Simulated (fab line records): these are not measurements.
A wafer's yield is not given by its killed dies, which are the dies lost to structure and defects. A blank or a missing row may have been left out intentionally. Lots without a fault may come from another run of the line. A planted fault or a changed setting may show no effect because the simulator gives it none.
Which of the tools did it? -- flow n5_finfet -- 24 lots with 72 wafers sampled at 4 steps, on a route of 1938 steps

== WHAT THE GAUGES SHOWED, per wafer ==
N5_BEOL_M2_THK_MEAS_01. Usual: M2_ILD_THK typically reads 78.8 nm, with standard deviation 1.3.
lot,measured,on,M2_ILD_THK (nm),flag
L074,day 6 14:32,film_metro-02,79.7 78.8 79.0,
L075,day 6 16:05,film_metro-02,77.0 76.8 80.1,
L076,day 6 18:05,film_metro-02,78.2 81.1 80.7,
L077,day 7 11:03,film_metro-01,77.4 79.6 78.6,
L078,day 7 15:02,film_metro-01,77.0 78.3 79.7,
L079,day 7 15:17,film_metro-01,79.8 80.5 77.8,
L081,day 8 11:08,film_metro-02,76.4 78.6 79.7,
L080,day 8 11:37,film_metro-02,80.2 79.2 80.1,
L083,day 8 19:51,film_metro-01,78.5 79.1 79.6,
L082,day 8 20:29,film_metro-01,79.8 77.4 78.8,
L084,day 8 22:26,film_metro-01,79.0 79.8 79.9,
L085,day 9 04:00,film_metro-01,81.0 81.0 81.6,
L088,day 9 19:14,film_metro-02,80.7 80.4 80.3,
L086,day 9 22:03,film_metro-02,77.2 80.9 80.3,
L087,day 10 00:07,film_metro-02,77.2 78.9 79.1,
L089,day 10 04:31,film_metro-01,78.0 79.0 78.1,
L090,day 10 06:22,film_metro-01,79.3 79.1 81.3,
L092,day 10 19:28,film_metro-01,77.5 79.7 80.1,
L091,day 10 19:34,film_metro-02,77.2 77.9 80.8,
L093,day 11 06:01,film_metro-02,77.4 78.4 78.2,
L095,day 11 09:17,film_metro-02,78.9 81.0 78.3,
L094,day 11 10:55,film_metro-01,78.4 77.9 79.2,
L096,day 12 02:51,film_metro-01,78.2 78.3 77.0,
L097,day 12 06:25,film_metro-02,79.4 81.6 79.9,

N5_BEOL_M2_CD_MEAS_35: target cd 18 nm, target cd y 22.2 nm. Usual: cd_nm reads 18.1 nm (standard deviation 0.39).
lot,measured,on,cd_nm (nm),flag
L074,day 6 19:42,cd_sem-03,17.7 17.5 18.2,
L075,day 6 19:58,cd_sem-02,17.8 18.9 18.4,
L076,day 6 22:58,cd_sem-03,17.5 18.4 18.1,
L077,day 7 16:04,cd_sem-02,18.7 18.1 18.7,
L078,day 7 20:52,cd_sem-02,18.2 17.7 18.2,
L079,day 7 20:59,cd_sem-01,18.0 17.7 18.0,
L081,day 8 19:19,cd_sem-02,18.6 18.2 18.0,
L080,day 8 19:17,cd_sem-03,18.1 18.4 18.0,
L083,day 8 23:22,cd_sem-02,17.8 18.6 18.5,
L082,day 9 02:34,cd_sem-03,19.0 18.1 17.9,
L084,day 9 02:56,cd_sem-03,17.6 18.3 17.7,
L085,day 9 07:58,cd_sem-03,18.1 17.9 18.4,
L088,day 9 23:10,cd_sem-01,17.8 18.3 17.7,
L086,day 10 03:11,cd_sem-01,18.6 18.5 18.7,
L087,day 10 08:01,cd_sem-01,17.4 17.9 18.1,
L089,day 10 15:56,cd_sem-03,17.7 17.9 17.7,
L090,day 10 19:30,cd_sem-01,17.5 18.1 18.3,
L092,day 11 01:11,cd_sem-01,17.8 18.3 18.2,
L091,day 11 01:37,cd_sem-01,18.2 18.8 18.7,
L093,day 11 13:10,cd_sem-03,18.3 18.3 18.1,
L095,day 11 13:19,cd_sem-03,18.1 18.0 18.6,
L094,day 11 18:26,cd_sem-02,18.1 17.9 17.3,
L096,day 12 11:02,cd_sem-02,18.1 18.4 18.3,
L097,day 12 17:22,cd_sem-01,18.6 18.1 18.5,

== TOOL THAT RAN EACH LOT (tool first, then ch and the chambers of the sampled wafers, then the start) ==
lot,N5_BEOL_M1_ANNEAL_95,N5_BEOL_M2_VIA_ETCH_34
L074,"pvd_sputter-02, day 6 11:59","rie_diel-06 ch 0,1,2, day 6 19:17"
L075,"pvd_sputter-02, day 6 14:34","rie_diel-04 ch 0,1,2, day 6 19:34"
L076,"pvd_sputter-03, day 6 16:46","rie_diel-04 ch 1,2,3, day 6 22:33"
L077,"pvd_sputter-02, day 7 08:46","rie_diel-04 ch 0,1,2, day 7 15:40"
L078,"pvd_sputter-01, day 7 13:41","rie_diel-01 ch 0,2,3, day 7 20:26"
L079,"pvd_sputter-02, day 7 13:50","rie_diel-04 ch 0,1,2, day 7 20:34"
L081,"pvd_sputter-03, day 8 09:49","rie_diel-01 ch 1,2,3, day 8 18:49"
L080,"pvd_sputter-01, day 8 10:09","rie_diel-04 ch 0,1,3, day 8 18:52"
L083,"pvd_sputter-01, day 8 18:31","rie_diel-06 ch 0,2, day 8 22:58"
L082,"pvd_sputter-03, day 8 19:10","rie_diel-04 ch 0,2,3, day 9 02:09"
L084,"pvd_sputter-02, day 8 21:05","rie_diel-04 ch 0,2,3, day 9 02:32"
L085,"pvd_sputter-03, day 9 02:40","rie_diel-01 ch 1,2,3, day 9 07:34"
L088,"pvd_sputter-01, day 9 17:42","rie_diel-04 ch 1,2,3, day 9 22:46"
L086,"pvd_sputter-01, day 9 20:44","rie_diel-04 ch 0,1,3, day 10 02:41"
L087,"pvd_sputter-02, day 9 22:43","rie_diel-04 ch 0,2,3, day 10 07:37"
L089,"pvd_sputter-03, day 10 03:11","rie_diel-04 ch 0,1, day 10 15:26"
L090,"pvd_sputter-03, day 10 05:02","rie_diel-01 ch 2,3, day 10 18:59"
L092,"pvd_sputter-01, day 10 18:08","rie_diel-01 ch 0,1,2, day 11 00:46"
L091,"pvd_sputter-03, day 10 18:13","rie_diel-01 ch 1,2,3, day 11 01:12"
L093,"pvd_sputter-03, day 11 04:14","rie_diel-04 ch 1,2, day 11 12:45"
L095,"pvd_sputter-02, day 11 07:53","rie_diel-01 ch 0,1, day 11 12:55"
L094,"pvd_sputter-01, day 11 09:13","rie_diel-01 ch 1,2,3, day 11 18:01"
L096,"pvd_sputter-02, day 12 01:32","rie_diel-01 ch 0,1,2, day 12 10:38"
L097,"pvd_sputter-02, day 12 05:05","rie_diel-04 ch 1,3, day 12 16:58"
- N5_BEOL_M1_ANNEAL_95: time 240 s.
- N5_BEOL_M2_VIA_ETCH_34: etches the open film in C4F6/O2, target depth 69.4 nm, time 65.9 s.

== AS READ BY THE TOOLS THEMSELVES (means over the sampled wafers that have a number; for cases with no such wafer, the mark the record gives instead) ==
N5_BEOL_M1_ANNEAL_95. Usual: heater_power_w 814 W, standard deviation 44; susceptor_temp_C_max 401.0, standard deviation 0.44.
lot,tool,heater_power_w (W),susceptor_temp_C_max,flag
L074,pvd_sputter-02,784,401.3,
L075,pvd_sputter-02,800,401.2,
L076,pvd_sputter-03,835,401.1,
L077,pvd_sputter-02,821,401.4,
L078,pvd_sputter-01,810,401.5,
L079,pvd_sputter-02,788,401.4,
L081,pvd_sputter-03,858,400.8,
L080,pvd_sputter-01,774,401.1,
L083,pvd_sputter-01,776,401.0,
L082,pvd_sputter-03,836,400.9,
L084,pvd_sputter-02,822,401.2,
L085,pvd_sputter-03,827,400.7,
L088,pvd_sputter-01,728,401.1,
L086,pvd_sputter-01,773,401.1,
L087,pvd_sputter-02,793,401.3,
L089,pvd_sputter-03,846,400.7,
L090,pvd_sputter-03,826,400.7,
L092,pvd_sputter-01,765,401.4,
L091,pvd_sputter-03,837,400.7,
L093,pvd_sputter-03,819,400.8,
L095,pvd_sputter-02,840,401.1,
L094,pvd_sputter-01,763,401.4,
L096,pvd_sputter-02,816,400.9,
L097,pvd_sputter-02,816,401.4,

N5_BEOL_M2_VIA_ETCH_34. Usual: chamber_pressure_mTorr 15.000 mTorr, standard deviation 0.013; drypump_motor_current_A 5.7 A, standard deviation 0.35; oes_product_au 0.78 a.u., standard deviation 0.077; rf_vpp_V 672 V, standard deviation 19; showerhead_plenum_p_Torr 2.86 Torr, standard deviation 0.074; throttle_valve_pct 30.7 %, standard deviation 0.34.
lot,tool,chamber_pressure_mTorr (mTorr),drypump_motor_current_A (A),oes_product_au (a.u.),rf_vpp_V (V),showerhead_plenum_p_Torr (Torr),throttle_valve_pct (%),flag
L074,rie_diel-06,14.998,5.7,0.80,680,2.88,30.8,
L075,rie_diel-04,15.002,5.7,0.78,672,2.89,30.5,
L076,rie_diel-04,14.999,5.7,0.74,665,2.85,30.6,
L077,rie_diel-04,15.003,5.7,0.76,673,2.88,30.5,
L078,rie_diel-01,15.002,5.5,0.80,662,2.82,30.8,
L079,rie_diel-04,14.990,5.7,0.77,672,2.88,30.5,
L081,rie_diel-01,15.007,5.6,0.74,676,2.83,31.1,
L080,rie_diel-04,15.001,5.9,0.78,682,2.83,30.6,
L083,rie_diel-06,14.988,5.6,0.84,684,2.85,30.8,
L082,rie_diel-04,15.001,6.0,0.79,668,2.87,30.6,
L084,rie_diel-04,14.992,6.0,0.79,668,2.87,30.6,
L085,rie_diel-01,14.988,5.7,0.74,674,2.82,31.0,
L088,rie_diel-04,14.997,5.7,0.73,665,2.84,30.7,
L086,rie_diel-04,14.994,6.0,0.77,683,2.82,30.6,
L087,rie_diel-04,15.014,5.9,0.78,667,2.86,30.6,
L089,rie_diel-04,14.988,5.9,0.80,689,2.85,30.5,
L090,rie_diel-01,15.000,5.7,0.85,678,2.92,30.9,
L092,rie_diel-01,15.015,5.5,0.83,666,2.94,31.0,
L091,rie_diel-01,14.999,5.6,0.82,678,2.93,31.0,
L093,rie_diel-04,14.991,5.4,0.68,670,2.85,30.6,
L095,rie_diel-01,14.997,5.3,0.80,657,2.87,30.6,
L094,rie_diel-01,14.999,5.7,0.81,678,2.93,31.1,
L096,rie_diel-01,15.011,5.5,0.80,666,2.94,31.0,
L097,rie_diel-04,14.992,5.7,0.70,680,2.80,30.7,

== THE ANSWER, worked out from the rows above alone ==
Rule: a lot counts as off when the mean over its wafers that have a number is more than 3 standard deviations away from the usual mean. Also off: a lot with no number at a reading for which 4 or more lots have one. Where the step has rows for the other lots, those lots are counted as sound. The gauges are gone through in route order, then the tools' own readings, and for those a lot's mean is taken as printed above. At the first step where some lot is off, the reading lying furthest off is the one used; lots without a number count as furthest.
No lot is off at any reading shown: from this, nothing can be told.

== WHAT THE SIMULATOR HAD INSERTED ==
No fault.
